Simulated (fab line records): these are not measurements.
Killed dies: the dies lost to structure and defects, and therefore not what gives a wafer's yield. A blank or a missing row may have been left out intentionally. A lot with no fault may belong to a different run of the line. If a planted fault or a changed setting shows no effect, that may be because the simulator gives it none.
The tool behind it: which one? | flow n5-finfet | Sampling: 12 lots, 35 wafers, 5 of 1938 route steps

WHAT THE GAUGES READ, wafer by wafer
N5_MOL_CONTACT_COAG_THK_MEAS_29.
lot  | measured     | on            | MD_CAP_THK (nm)
L752 | day 5 00:56  | film-metro-01 | 17.92 17.93 17.94
L753 | day 5 10:58  | film-metro-02 | 17.94 18.00 17.82
L754 | day 5 16:44  | film-metro-01 | 18.01 17.98 17.99
L755 | day 5 18:23  | film-metro-02 | 17.84 17.92 17.81
L757 | day 6 11:13  | film-metro-01 | 18.02 18.00 17.98
L759 | day 7 06:20  | film-metro-02 | 17.80 17.87 17.91
L762 | day 7 15:08  | film-metro-01 | 18.05 18.89
L766 | day 8 17:01  | film-metro-01 | 17.97 17.95 17.96
L767 | day 8 22:07  | film-metro-01 | 18.02 18.04 17.94
L770 | day 9 12:19  | film-metro-01 | 17.76 17.88 17.76
L774 | day 10 14:17 | film-metro-02 | 18.00 17.97 17.98
L775 | day 10 17:47 | film-metro-02 | 18.06 17.86 17.95

TOOL THAT RAN EACH LOT (tool first, then ch and the chambers of the sampled wafers, then the start)
lot  | N5_MOL_CONTACT_COAG_TI_SIL_19 | N5_MOL_CONTACT_COAG_SIL_ANNEAL_21 | N5_MOL_CONTACT_COAG_SPUTTER_130 | N5_MOL_CONTACT_COAG_CMP_23
L752 | pvd-sputter-02, day 4 15:15   | rtp-anneal-02 ch 0, day 4 15:45   | pvd-sputter-01, day 4 21:14     | cmp-03 ch 1,2, day 4 21:25
L753 | pvd-sputter-01, day 5 04:43   | rtp-anneal-01 ch 0, day 5 05:16   | pvd-sputter-03, day 5 08:07     | cmp-03 ch 0,3, day 5 08:17
L754 | pvd-sputter-03, day 5 08:43   | rtp-anneal-01 ch 0, day 5 09:20   | pvd-sputter-01, day 5 13:50     | cmp-03 ch 0,1,2, day 5 14:01
L755 | pvd-sputter-02, day 5 12:04   | rtp-anneal-01 ch 0, day 5 12:45   | pvd-sputter-01, day 5 15:29     | cmp-02 ch 1,2,3, day 5 15:44
L757 | pvd-sputter-02, day 5 22:13   | rtp-anneal-01 ch 0, day 5 22:46   | pvd-sputter-01, day 6 07:55     | cmp-03 ch 0,2,3, day 6 08:05
L759 | pvd-sputter-03, day 6 20:16   | rtp-anneal-02 ch 0, day 6 20:50   | pvd-sputter-03, day 7 03:23     | cmp-02 ch 0,2,3, day 7 03:41
L762 | pvd-sputter-03, day 7 06:53   | rtp-anneal-01 ch 0, day 7 07:29   | pvd-sputter-02, day 7 12:01     | cmp-03 ch 3, day 7 12:27
L766 | pvd-sputter-02, day 8 07:24   | rtp-anneal-01 ch 0, day 8 07:54   | pvd-sputter-03, day 8 14:06     | cmp-02 ch 0,1, day 8 14:20
L767 | pvd-sputter-03, day 8 14:41   | rtp-anneal-02 ch 0, day 8 15:14   | pvd-sputter-03, day 8 19:14     | cmp-02 ch 0,1,3, day 8 19:30
L770 | pvd-sputter-01, day 9 03:20   | rtp-anneal-02 ch 0, day 9 03:50   | pvd-sputter-01, day 9 09:25     | cmp-02 ch 0,1,3, day 9 09:36
L774 | pvd-sputter-01, day 10 06:23  | rtp-anneal-02 ch 0, day 10 06:55  | pvd-sputter-01, day 10 11:26    | cmp-02 ch 0,2,3, day 10 11:37
L775 | pvd-sputter-01, day 10 10:16  | rtp-anneal-01 ch 0, day 10 10:50  | pvd-sputter-03, day 10 14:55    | cmp-02 ch 0,1,3, day 10 15:06
- N5_MOL_CONTACT_COAG_TI_SIL_19: material Ti, target thk 4.2 nm, time 15 s.
- N5_MOL_CONTACT_COAG_SIL_ANNEAL_21: time 60 s.
- N5_MOL_CONTACT_COAG_SPUTTER_130: material Co, target thk 47.5 nm.
- N5_MOL_CONTACT_COAG_CMP_23: polishes, stops on SiO2, t overpolish 1.5 s, target thk 0 nm.

WHAT THE TOOLS THEMSELVES READ (means of the sampled wafers that have a number; where no wafer has one, the mark that the record gives instead)
N5_MOL_CONTACT_COAG_TI_SIL_19.
lot  | tool           | throttle-valve-pct (%)
L752 | pvd-sputter-02 | 30.6
L753 | pvd-sputter-01 | 29.6
L754 | pvd-sputter-03 | 29.7
L755 | pvd-sputter-02 | 29.3
L757 | pvd-sputter-02 | 29.9
L759 | pvd-sputter-03 | 29.4
L762 | pvd-sputter-03 | 29.8
L766 | pvd-sputter-02 | 29.1
L767 | pvd-sputter-03 | 29.6
L770 | pvd-sputter-01 | 29.7
L774 | pvd-sputter-01 | 29.0
L775 | pvd-sputter-01 | 29.9

N5_MOL_CONTACT_COAG_SIL_ANNEAL_21.
lot  | tool          | lamp-power-pct (%) | lamp_zone_5_pct (%) | lamp_zone_6_pct (%) | wafer_temp_C_max
L752 | rtp-anneal-02 | 7.1                | 7.1                 | 7.0                 | 553.3
L753 | rtp-anneal-01 | 6.3                | 6.3                 | 6.2                 | 552.1
L754 | rtp-anneal-01 | 6.3                | 6.3                 | 6.2                 | 552.2
L755 | rtp-anneal-01 | 6.3                | 6.3                 | 6.2                 | 552.0
L757 | rtp-anneal-01 | 6.3                | 6.3                 | 6.2                 | 551.7
L759 | rtp-anneal-02 | 7.1                | 7.1                 | 7.0                 | 553.2
L762 | rtp-anneal-01 | 6.2                | 6.3                 | 6.2                 | 552.5
L766 | rtp-anneal-01 | 6.3                | 6.3                 | 6.2                 | 551.9
L767 | rtp-anneal-02 | 7.1                | 7.1                 | 7.0                 | 553.1
L770 | rtp-anneal-02 | 7.1                | 7.1                 | 7.0                 | 552.9
L774 | rtp-anneal-02 | 7.1                | 7.1                 | 7.0                 | 553.3
L775 | rtp-anneal-01 | 6.3                | 6.3                 | 6.2                 | 551.4

N5_MOL_CONTACT_COAG_SPUTTER_130.
lot  | tool           | throttle-valve-pct (%)
L752 | pvd-sputter-01 | 29.1
L753 | pvd-sputter-03 | 29.7
L754 | pvd-sputter-01 | 30.0
L755 | pvd-sputter-01 | 29.1
L757 | pvd-sputter-01 | 29.0
L759 | pvd-sputter-03 | 29.2
L762 | pvd-sputter-02 | 28.7
L766 | pvd-sputter-03 | 29.2
L767 | pvd-sputter-03 | 29.6
L770 | pvd-sputter-01 | 29.1
L774 | pvd-sputter-01 | 29.1
L775 | pvd-sputter-03 | 29.6

N5_MOL_CONTACT_COAG_CMP_23.
lot  | tool   | motor-current-A (A) | overpolish-run-s (s) | time-to-endpoint-s (s)
L752 | cmp-03 | 7.8                 | 1.508                | 9.1
L753 | cmp-03 | 7.5                 | 1.493                | 12.0
L754 | cmp-03 | 7.9                 | 1.497                | 11.8
L755 | cmp-02 | 7.3                 | 1.494                | 10.7
L757 | cmp-03 | 7.5                 | 1.491                | 5.8
L759 | cmp-02 | 7.7                 | 1.499                | 8.4
L762 | cmp-03 | 7.2                 | 1.489                | 13.9
L766 | cmp-02 | 7.5                 | 1.502                | 11.2
L767 | cmp-02 | 7.8                 | 1.494                | 5.2
L770 | cmp-02 | 7.9                 | 1.493                | 9.0
L774 | cmp-02 | 7.6                 | 1.493                | 11.1
L775 | cmp-02 | 7.8                 | 1.501                | 7.5

THE ANSWER, worked out from the rows above alone
Rule: the lots themselves supply what counts as usual. Put in order of their means at a reading, lots are off if they are a third of the lots or fewer, leave a main group of 4 or more, and stand apart from it by a gap of 3 or more times the standard deviation of the main group's means; of several such gaps the widest counts. The tables above print the reading to a certain number of digits; a main group whose means all agree to those digits is not used. A lot without any number at a reading at which 4 lots or more have one is off too. Where the step has rows for the other lots, those lots are counted as sound. First the gauges in route order, then the tools' own readings, where a lot's mean is used as printed above. At the first step where some lot is off, the reading lying furthest off is the one used; lots without a number count as furthest.
Off: L762, seen at N5_MOL_CONTACT_COAG_THK_MEAS_29 (MD_CAP_THK). For the main group the mean is 17.93 nm and the standard deviation 0.064.
A tool fits if, at a process step before that reading, it ran every lot that is off, and no sound lot after the first of them. Gauges at N5_MOL_CONTACT_COAG_THK_MEAS_29: tried the same way as those tools. This does not decide it: 2 tools fit, namely pvd-sputter-02 at N5_MOL_CONTACT_COAG_SPUTTER_130 and cmp-03 at N5_MOL_CONTACT_COAG_CMP_23.

WHAT HAD BEEN PUT IN BY THE SIMULATOR
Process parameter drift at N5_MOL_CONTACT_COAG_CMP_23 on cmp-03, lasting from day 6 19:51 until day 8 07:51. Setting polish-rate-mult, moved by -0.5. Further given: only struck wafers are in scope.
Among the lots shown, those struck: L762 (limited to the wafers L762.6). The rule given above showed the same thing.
